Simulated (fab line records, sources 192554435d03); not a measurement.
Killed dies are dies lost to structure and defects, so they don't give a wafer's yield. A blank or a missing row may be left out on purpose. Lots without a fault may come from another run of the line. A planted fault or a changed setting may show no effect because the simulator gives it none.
A lot that was struck, set against a sound lot + flow n5_finfet + 14 out of 1938 route steps
Sound: wafers L408.1, L408.3, L408.5. Struck: wafer L423.6 (left out: L423.2, L423.3 of the same lot, which were not struck); the cause appears at the end.
Order at every step that has rows: each side's tool, ch and its chambers, its first start. Under that, the readings that differ: sound wafers + struck wafers + difference of the means + sigmas: that difference in standard deviations of wafers without a fault.
alike: readings with means less than 2 such deviations apart, plus words and numbers identical on both sides. not compared: withheld readings, readings lacking a value on some wafer, bounds such as >300 that could conceal the same value, and numbers that have no deviation in the record and whose values overlap.
A row with sigmas, a row that says differs or no value, or rows on one side alone: a step with any of these is where the two part. Numbers that have no deviation but don't overlap get no sigmas and don't part them. Lack of a reading on every wafer of one side parts them only where that side has two or more wafers.

first, 1 step without rows for these wafers: N5_BEOL_M1_ANNEAL_87 (time 240 s).
N5_BEOL_M1_SPUTTER_88: material Cu, target thk 4.5 nm, time 8.29 s.
  struck on pvd_sputter-02, day 10 06:12; sound on pvd_sputter-01, day 6 20:48
| reading                | sound          | struck | difference | sigmas |
|------------------------|----------------|--------|------------|--------|
| throttle_valve_pct (%) | 30.8 32.3 30.2 | 28.3   | -2.8       | -3     |
  alike: chuck_sensor_temp_C
then, 1 step without rows for these wafers: N5_BEOL_M1_ANNEAL_89 (time 240 s).
N5_BEOL_M1_SPUTTER_90: material Cu, target thk 4.5 nm, time 8.29 s.
  struck on pvd_sputter-02, day 10 06:25; sound on pvd_sputter-01, day 6 21:01
| reading                | sound          | struck | difference | sigmas |
|------------------------|----------------|--------|------------|--------|
| throttle_valve_pct (%) | 30.8 32.3 30.0 | 28.1   | -2.9       | -3     |
  alike: chuck_sensor_temp_C
then, 1 step without rows for these wafers: N5_BEOL_M1_ANNEAL_91 (time 240 s).
N5_BEOL_M1_SPUTTER_92: material Cu, target thk 4.5 nm, time 8.29 s.
  struck on pvd_sputter-02, day 10 06:38; sound on pvd_sputter-01, day 6 21:14
| reading                | sound          | struck | difference | sigmas |
|------------------------|----------------|--------|------------|--------|
| throttle_valve_pct (%) | 30.9 32.1 30.2 | 28.0   | -3.1       | -3     |
  alike: chuck_sensor_temp_C
N5_BEOL_M1_ANNEAL_93: time 240 s.
  struck on pvd_sputter-02, day 10 06:43; sound on pvd_sputter-01, day 6 21:19
| reading            | sound       | struck | difference | sigmas |
|--------------------|-------------|--------|------------|--------|
| heater_power_w (W) | 893 890 861 | 705    | -176       | -3     |
then, 2 steps without rows for these wafers: N5_BEOL_M1_SPUTTER_94 (material Cu, target thk 4.5 nm, time 8.29 s); N5_BEOL_M1_ANNEAL_95 (time 240 s).
N5_BEOL_M1_SPUTTER_96: material Cu, target thk 4.5 nm, time 8.29 s.
  struck on pvd_sputter-02, day 10 07:05; sound on pvd_sputter-01, day 6 21:41
| reading                | sound          | struck | difference | sigmas |
|------------------------|----------------|--------|------------|--------|
| throttle_valve_pct (%) | 30.8 32.2 29.9 | 28.1   | -2.9       | -3     |
  alike: chuck_sensor_temp_C
then, 2 steps without rows for these wafers: N5_BEOL_M1_ECD_50 (material Cu, target thk 300 nm); N5_BEOL_M1_ANNEAL_51 (time 90 s).
N5_BEOL_M1_CMP_52: polishes, stops on SiOC, t overpolish 6.8 s, target thk 40 nm.
  sound on cmp-02 ch 1,2,3, day 6 22:10; struck on cmp-02 ch 3, day 10 08:05
| reading                      | sound          | struck | difference | sigmas |
|------------------------------|----------------|--------|------------|--------|
| barrier_field_endpoint_s (s) | 24.9 24.0 25.0 | 14.0   | -10.6      | -16    |
| time_to_endpoint_s (s)       | 63.0 60.5 61.0 | 36.1   | -25.4      | -9     |
  alike: edge_zone_pressure_frac, motor_current_A, overpolish_run_s, platen_rpm, retaining_ring_pressure_frac
N5_BEOL_M4_RC_MEAS_101:
  sound on prober-02 ch 0, day 8 13:09; struck on prober-02 ch 0, day 12 03:19
  alike: DIBL_N, DIBL_P, IOFF_N, IOFF_P, ION_N, ION_P, SS_N, SS_P, VT_N, VT_P

## WHERE THEY PART
Earliest at N5_BEOL_M1_SPUTTER_88; latest, in this record, at N5_BEOL_M1_CMP_52. Later steps at which nothing parts them and some readings are alike: N5_BEOL_M4_RC_MEAS_101.

WHY: the cause the simulator had injected
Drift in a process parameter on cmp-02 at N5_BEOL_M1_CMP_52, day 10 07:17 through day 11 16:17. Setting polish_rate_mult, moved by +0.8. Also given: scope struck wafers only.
